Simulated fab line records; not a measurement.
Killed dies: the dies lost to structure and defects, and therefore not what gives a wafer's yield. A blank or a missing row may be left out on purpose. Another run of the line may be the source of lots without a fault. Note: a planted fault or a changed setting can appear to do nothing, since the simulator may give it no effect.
Chamber matching + flow n5 finfet + N5_BEOL_M3_ALD_84 on ald metal-01 has 4 sister chambers
The step deposits TaN, pulse time 2 s, purge time 3 s, co reactant purge time 2 s. 4 wafers are shown with their chamber, then 7 later ones without.

## EACH WAFER AND ITS CHAMBER
| wafer  | chamber | heater power outer w (W) |
|--------|---------|--------------------------|
| L081.3 | 3       | 189                      |
| L082.3 | 2       | 217                      |
| L084.2 | 0       | 194                      |
| L084.3 | 1       | 310                      |

## WAFERS WITH NO CHAMBER GIVEN
| wafer  | heater power outer w (W) |
|--------|--------------------------|
| L084.4 | 216                      |
| L092.2 | 190                      |
| L092.4 | 315                      |
| L092.6 | 224                      |
| L097.3 | 317                      |
| L097.5 | 192                      |
| L097.6 | 225                      |

## WHICH CHAMBER EACH ONE RAN IN
| wafer  | from the rows above     | in truth |
|--------|-------------------------|----------|
| L084.4 | 2                       | 2        |
| L092.2 | can't be placed: 3 or 0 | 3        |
| L092.4 | 1                       | 1        |
| L092.6 | 2                       | 2        |
| L097.3 | 1                       | 1        |
| L097.5 | can't be placed: 0 or 3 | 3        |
| L097.6 | 2                       | 2        |
Correctly placed: 5 of 7. Cannot be placed on the basis of these rows: 2; the candidates contain the true chamber in 2. Placed wrongly: 0.
How it was worked out, from the rows above alone: a wafer's distance from a chamber is the root of the sum, over the readings, of the square of ((its reading less the chamber's mean) divided by the reading's scatter). The wafer belongs to the nearest chamber; if the next one is less than 2 further off, it can't be placed. Each chamber's mean is taken over the wafers shown for it. The scatter (one wafer shown for each chamber): square how far every hidden wafer sits from the nearest shown wafer, average those squares and take the square root.
